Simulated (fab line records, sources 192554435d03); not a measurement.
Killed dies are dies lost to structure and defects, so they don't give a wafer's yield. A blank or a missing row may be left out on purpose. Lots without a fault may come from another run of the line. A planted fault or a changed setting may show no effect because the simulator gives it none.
fab line records | flow n5_finfet | part 2 of 2: steps 5 to 6 of 6
record lots=22 wafers=66 last_day=18
route steps=1938 shown BEOL_M5@1154 BEOL_M6@1216
lots that met no fault: from a run of the same line without faults
start_h: hours from the record's first day to the start of the lot's first wafer shown | wait_h: hours since the lot's step before | " the same as in the row above | L1.1+2: a row that stands for several wafers | - no value, or no start given | * or withheld: withheld | < > ~ a bound
route shown NAME@n: a module of which the file shows steps, and the number in the route of the first | usual: mean/standard deviation of fault-free wafers | same: alike in all rows | chamber/n: place in a boat | sites: the reading at each site | _std_site: their standard deviation | _edge_site: outer sites' mean less inner sites' | radius_mm: how far each site lies from the wafer's centre | mask NAME#n: copy n | behind: the tool/chamber that last shaped the wafer | hold: why the lot was held/for how many hours/how that ended | device: the transistor (n, p or np) that didn't switch | end of line: the same wafers' tests at the end of the route | a step without rows: its recipe alone | killed: dies lost to structure and defects at the first sort, not the wafer's yield | map: a wafer's dies, x killed, . not, _ none there
set.NAME: the setting as run; set.NAME@STEP: as run at that earlier step | model.NAME: the simulator's own value behind a step, which no gauge read
steps of the route over a sample of lots; a table a step, a row a wafer
services: from which hour (start_h, from the record's first day; less than 0 if before it) a tool's chamber was out of use, for how many hours, and why
## steps
# step N5_BEOL_M5_CO_CAP_78
# recipe material=Co target_thk_a=20 temp_c=200 precursor=CCTBA/H2 pressure_torr=30 time_s=102.1
# usual heater_power_w=234/9.1 susceptor_temp_C=200.00/0.16
# columns lot.wafer tool chamber start_h wait_h heater_power_w susceptor_temp_C
L074.3 cvd_co-01 2 213.06 0.0 220 199.90
L074.4 " 1 " " 239 200.23
L074.5 " 2 " " 218 200.07
L076.1 cvd_co-01 2 218.15 0.0 224 199.80
L076.2 " 1 " " 233 199.91
L076.5 " 1 " " 239 200.25
L075.3 cvd_co-01 0 219.95 0.0 245 200.05
L075.4 " 1 " " 232 199.85
L075.6 " 2 " " 224 200.22
L079.1 cvd_co-01 1 223.82 0.0 238 200.04
L079.3 " 2 " " 219 200.04
L079.5 " 0 " " 249 200.18
L077.1 cvd_co-01 1 225.91 0.0 237 200.10
L077.3 " 0 " " 249 200.06
L077.6 " 2 " " 230 200.00
L081.1 cvd_co-01 2 228.25 0.0 223 200.25
L081.3 " 1 " " 238 200.24
L081.6 " 1 " " 240 200.02
L082.1 cvd_co-02 2 230.60 0.0 232 199.91
L082.4 " 2 " " 236 199.97
L082.5 " 0 " " 218 199.57
L080.1 cvd_co-01 2 234.53 0.0 221 200.20
L080.4 " 0 " " 246 200.13
L080.5 " 2 " " 227 200.20
L078.1 cvd_co-02 1 257.85 0.0 236 200.11
L078.4 " 2 " " 237 200.02
L078.5 " 1 " " 244 199.98
L084.2 cvd_co-02 1 262.66 0.0 241 200.21
L084.5 " 0 " " 226 199.97
L084.6 " 1 " " 242 200.14
L085.2 cvd_co-01 0 265.33 0.0 242 200.07
L085.3 " 2 " " 227 200.04
L085.5 " 1 " " 235 200.21
L086.2 cvd_co-02 0 267.22 0.0 218 199.97
L086.3 " 2 " " 230 200.20
L086.6 " 1 " " 241 200.00
L087.3 cvd_co-01 2 289.54 0.0 220 199.90
L087.4 " 2 " " 223 199.93
L087.5 " 0 " " 251 200.13
L088.1 cvd_co-02 2 290.06 0.0 239 199.93
L088.2 " 0 " " 228 199.66
L088.3 " 1 " " 238 200.19
L089.1 cvd_co-02 2 291.34 0.0 234 199.79
L089.3 " 1 " " 237 200.21
L089.5 " 0 " " 229 199.90
L090.1 cvd_co-02 1 296.16 0.0 240 199.89
L090.2 " 0 " " 225 199.91
L090.6 " 2 " " 233 199.97
L091.1 cvd_co-01 2 310.85 0.0 224 200.21
L091.4 " 1 " " 242 199.76
L091.5 " 2 " " 219 200.14
L092.2 cvd_co-01 1 313.28 0.0 231 199.99
L092.4 " 0 " " 244 199.95
L092.6 " 1 " " 235 199.92
L093.2 cvd_co-01 2 316.55 0.0 226 200.19
L093.3 " 1 " " 236 200.08
L093.6 " 2 " " 230 200.15
L095.4 cvd_co-02 0 320.86 0.0 224 199.85
L095.5 " 2 " " 233 199.93
L095.6 " 1 " " 237 199.87
L097.2 cvd_co-01 0 335.62 0.0 250 199.80
L097.3 " 1 " " 234 199.92
L097.6 " 2 " " 220 200.02
L096.1 cvd_co-01 0 336.47 0.0 247 199.55
L096.3 " 1 " " 236 199.98
L096.5 " 2 " " 226 199.92
# step N5_BEOL_M6_STRIP_19
# recipe chemistry=O2 power_w=400 temp_c=40 pressure_mtorr=30 rf_frequency_hz=6e+07 bias_power_w=0 overash_fraction=0.2 o2_flow_sccm=225
# usual drypump_motor_current_A=5.7/0.42 o2_flow_sccm=225.0/0.62 oes_product_au=0.81/0.085 rf_vpp_V=3.6/0.54 showerhead_plenum_p_Torr=2.08/0.076 temp_c=40.01/0.12 throttle_valve_pct=16.67/0.25
# columns lot.wafer tool chamber start_h wait_h drypump_motor_current_A o2_flow_sccm oes_product_au rf_hours_counter_h rf_vpp_V showerhead_plenum_p_Torr temp_c throttle_valve_pct
L074.3 rie_diel-03 0 217.68 0.1 5.2 224.3 0.71 210 4.6 1.98 40.37 16.62
L074.4 " 1 " " 5.9 225.9 0.90 - 3.0 2.16 39.95 16.36
L074.5 " 0 " " 5.2 225.5 0.71 - 5.0 1.98 40.04 16.63
L076.1 rie_diel-06 2 222.07 0.2 4.9 224.9 0.89 54 4.8 2.13 40.13 16.79
L076.2 " 0 " " 5.7 226.2 0.78 130 3.6 2.00 39.97 16.35
L076.5 " 0 " " 5.8 226.2 0.78 - 3.3 2.00 40.19 16.32
L075.3 rie_diel-06 3 222.51 0.1 6.0 225.5 0.66 243 3.7 2.09 40.08 17.19
L075.4 " 2 " " 4.9 226.6 0.90 - 4.6 2.13 40.13 16.79
L075.6 " 0 " " 5.7 225.6 0.77 - 4.1 2.00 40.00 16.33
L079.1 rie_diel-06 0 226.04 0.1 5.7 224.6 0.77 131 4.2 2.00 39.79 16.34
L079.3 " 2 " " 4.9 225.2 0.90 55 2.9 2.13 39.80 16.81
L079.5 " 3 " " 6.0 225.7 0.66 - 3.6 2.09 40.12 17.20
L077.1 rie_diel-01 2 231.07 0.1 5.8 224.0 0.88 44 3.6 2.07 40.01 16.77
L077.3 " 1 " " 6.3 224.5 0.94 14 3.7 2.06 40.13 16.53
L077.6 " 3 " " 6.1 225.7 0.82 - 3.6 2.03 40.10 16.29
L081.1 rie_diel-01 0 231.13 0.1 4.8 225.5 0.67 248 3.0 2.06 39.94 17.09
L081.3 " 1 " " 6.3 225.0 0.92 14 3.5 2.06 40.07 16.49
L081.6 " 0 " " 4.8 225.4 0.67 - 3.9 2.06 40.02 17.07
L082.1 rie_diel-01 2 233.64 0.1 5.7 224.9 0.87 45 3.2 2.07 39.99 16.79
L082.4 " 0 " " 4.8 225.2 0.66 248 3.4 2.06 40.09 17.10
L082.5 " 3 " " 6.1 225.0 0.82 - 4.1 2.03 40.08 16.32
L080.1 rie_diel-06 3 237.44 0.3 6.0 225.5 0.65 248 3.6 2.09 40.18 17.22
L080.4 " 1 " " 5.7 225.6 0.69 232 3.8 2.06 40.11 16.88
L080.5 " 1 " " 5.7 224.5 0.69 - 3.4 2.06 40.10 16.86
L078.1 rie_diel-03 1 260.82 0.4 5.8 224.9 0.88 42 3.1 2.15 39.98 16.35
L078.4 " 3 " " 5.8 225.2 0.77 124 3.4 2.12 39.90 16.92
L078.5 " 0 " " 5.2 224.6 0.69 - 3.3 1.98 39.59 16.65
L084.2 rie_diel-03 2 265.51 0.1 5.8 223.8 0.95 10 3.5 2.25 40.09 16.67
L084.5 " 1 " " 5.9 224.9 0.87 - 3.1 2.15 40.02 16.35
L084.6 " 0 " " 5.2 224.4 0.69 - 3.7 1.98 40.17 16.66
L085.2 rie_diel-01 3 268.77 0.2 6.1 225.2 0.79 107 3.2 2.03 40.06 16.34
L085.3 " 1 " " 6.3 226.1 0.90 31 4.9 2.06 40.05 16.52
L085.5 " 3 " " 6.1 225.4 0.79 - 3.3 2.03 40.06 16.35
L086.2 rie_diel-03 1 271.70 0.1 5.8 224.9 0.88 45 4.2 2.15 39.93 16.36
L086.3 " 2 " " 5.8 225.0 0.93 12 3.1 2.25 39.81 16.68
L086.6 " 2 " " 5.9 225.1 0.95 - 3.5 2.25 39.97 16.66
L087.3 rie_diel-01 0 293.05 0.1 4.8 225.0 0.92 12 3.2 2.05 40.04 16.68
L087.4 " 3 " " 6.1 225.4 0.79 116 5.2 2.02 40.07 16.35
L087.5 " 2 " " 5.8 224.8 0.84 - 2.5 2.06 40.10 16.83
L088.1 rie_diel-03 2 293.48 0.1 5.9 224.7 0.91 20 4.1 2.25 40.16 16.67
L088.2 " 3 " " 5.8 224.5 0.76 135 3.4 2.12 40.02 16.94
L088.3 " 1 " " 5.9 225.1 0.86 53 3.4 2.15 39.81 16.37
L089.1 rie_diel-03 0 293.96 0.1 5.2 225.1 0.68 225 4.1 1.97 39.91 16.66
L089.3 " 1 " " 5.9 224.6 0.85 53 3.4 2.15 39.94 16.36
L089.5 " 2 " " 5.8 225.0 0.93 - 4.7 2.25 40.12 16.66
L090.1 rie_diel-01 3 300.36 0.3 6.1 223.5 0.79 118 3.1 2.02 40.11 16.36
L090.2 " 1 " " 6.3 225.8 0.86 41 4.0 2.05 39.91 16.55
L090.6 " 2 " " 5.7 224.0 0.83 - 3.6 2.06 39.95 16.85
L091.1 rie_diel-03 1 313.63 0.2 5.9 225.5 0.86 60 2.9 2.15 40.08 16.36
L091.4 " 3 " " 5.8 224.8 0.75 141 3.7 2.12 39.93 16.95
L091.5 " 0 " " 5.2 225.7 0.68 - 3.2 1.97 40.19 16.66
L092.2 rie_diel-01 0 317.01 0.2 4.8 224.4 0.90 20 3.0 2.05 40.00 16.71
L092.4 " 1 " " 6.3 224.7 0.86 47 3.3 2.05 40.05 16.57
L092.6 " 1 " " 6.3 224.4 0.86 - 3.5 2.05 40.00 16.55
L093.2 rie_diel-03 0 319.21 0.4 5.2 225.7 0.66 235 4.1 1.97 39.99 16.67
L093.3 " 2 " " 5.8 224.9 0.89 30 4.1 2.24 39.90 16.69
L093.6 " 3 " " 5.8 225.0 0.75 - 3.2 2.12 40.13 16.95
L095.4 rie_diel-03 3 324.00 0.1 5.8 224.7 0.74 147 3.5 2.12 40.01 16.99
L095.5 " 2 " " 5.8 223.9 0.90 - 3.3 2.24 39.89 16.71
L095.6 " 1 " " 5.8 224.2 0.84 - 3.1 2.15 40.11 16.40
L097.2 rie_diel-06 3 340.27 0.1 6.0 225.6 0.89 32 3.2 2.08 40.17 16.76
L097.3 " 2 " " 4.9 224.4 0.83 103 4.2 2.11 40.02 16.90
L097.6 " 0 " " 5.7 224.6 0.74 - 4.3 1.98 40.00 16.42
L096.1 rie_diel-06 1 340.31 0.1 5.7 225.6 0.90 18 3.0 2.05 39.89 16.47
L096.3 " 0 " " 5.8 225.2 0.73 177 3.5 1.98 39.99 16.45
L096.5 " 2 " " 4.9 225.1 0.83 - 3.6 2.11 40.01 16.88
## services
# columns tool chamber start_h hours kind
rie_diel-02 3 186.90 - clean
rie_diel-02 1 189.70 2.6 repair
rie_diel-04 2 193.49 - clean
rie_diel-04 2 193.49 - consumable_replace:focus_ring
rie_diel-04 2 193.49 13.0 scheduled_down
rie_diel-04 2 193.49 13.0 vent_cycle
rie_diel-03 2 201.74 28.7 repair
pvd_sputter-02 - 207.13 4.6 repair
rie_diel-04 0 207.73 1.7 repair
rie_diel-06 1 214.36 13.2 repair
rie_diel-03 - 219.88 28.1 pm
pvd_sputter-03 - 239.40 1.2 repair
rie_diel-04 2 240.24 10.5 repair
cvd_co-01 - 254.93 1.0 repair
rie_diel-02 - 257.01 2.8 pm
rie_diel-02 3 261.30 17.6 repair
cvd_co-01 1 293.30 15.5 repair
rie_diel-04 3 301.26 - clean
rie_diel-04 3 301.26 - consumable_replace:focus_ring
rie_diel-04 3 301.26 - consumable_replace:showerhead
rie_diel-01 2 306.55 1.8 repair
rie_diel-02 1 307.24 11.4 repair
rie_diel-01 - 317.64 2.8 pm
rie_diel-05 - 330.98 14.6 pm
